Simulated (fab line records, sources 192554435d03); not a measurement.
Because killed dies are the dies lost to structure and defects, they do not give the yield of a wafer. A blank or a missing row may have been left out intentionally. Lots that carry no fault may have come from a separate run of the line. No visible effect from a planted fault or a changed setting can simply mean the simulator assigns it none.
Chamber matching + flow n5 finfet + N5_BEOL_M14_DESCUM_15 on rie diel-04: 4 sister chambers
The step chemistry O2, time 7.9 s. 4 wafers are shown with their chamber, then 7 later ones without.

== WAFERS PAIRED WITH THEIR CHAMBERS ==
| wafer  | chamber | throttle valve pct (%) |
|--------|---------|------------------------|
| L807.1 | 0       | 19.98                  |
| L807.2 | 1       | 20.62                  |
| L813.2 | 2       | 20.14                  |
| L813.3 | 3       | 20.66                  |

== WAFERS WHOSE CHAMBER IS MISSING ==
| wafer  | throttle valve pct (%) |
|--------|------------------------|
| L813.5 | 20.66                  |
| L816.3 | 20.00                  |
| L816.5 | 20.17                  |
| L816.6 | 20.66                  |
| L815.2 | 20.66                  |
| L815.4 | 20.00                  |
| L815.5 | 20.16                  |

== WHICH CHAMBER EACH WENT THROUGH ==
| wafer  | from the rows above | in truth |
|--------|---------------------|----------|
| L813.5 | 3                   | 3        |
| L816.3 | 0                   | 0        |
| L816.5 | 2                   | 2        |
| L816.6 | 3                   | 3        |
| L815.2 | 3                   | 3        |
| L815.4 | 0                   | 0        |
| L815.5 | 2                   | 2        |
Placed correctly: 7 of 7. Left unplaced by these rows: 0. 0 placed wrongly.
How it was worked out, from the rows above alone: a wafer's distance from a chamber is the root of the sum, over the readings, of the square of ((its reading less the chamber's mean) divided by the reading's scatter). If the next closest chamber is less than 2 further off than the closest, the wafer can't be placed; otherwise it belongs to the closest. A chamber's mean is the mean of its shown wafers. The scatter: root of mean squared gap, hidden wafer to nearest shown wafer, with one shown wafer a chamber.
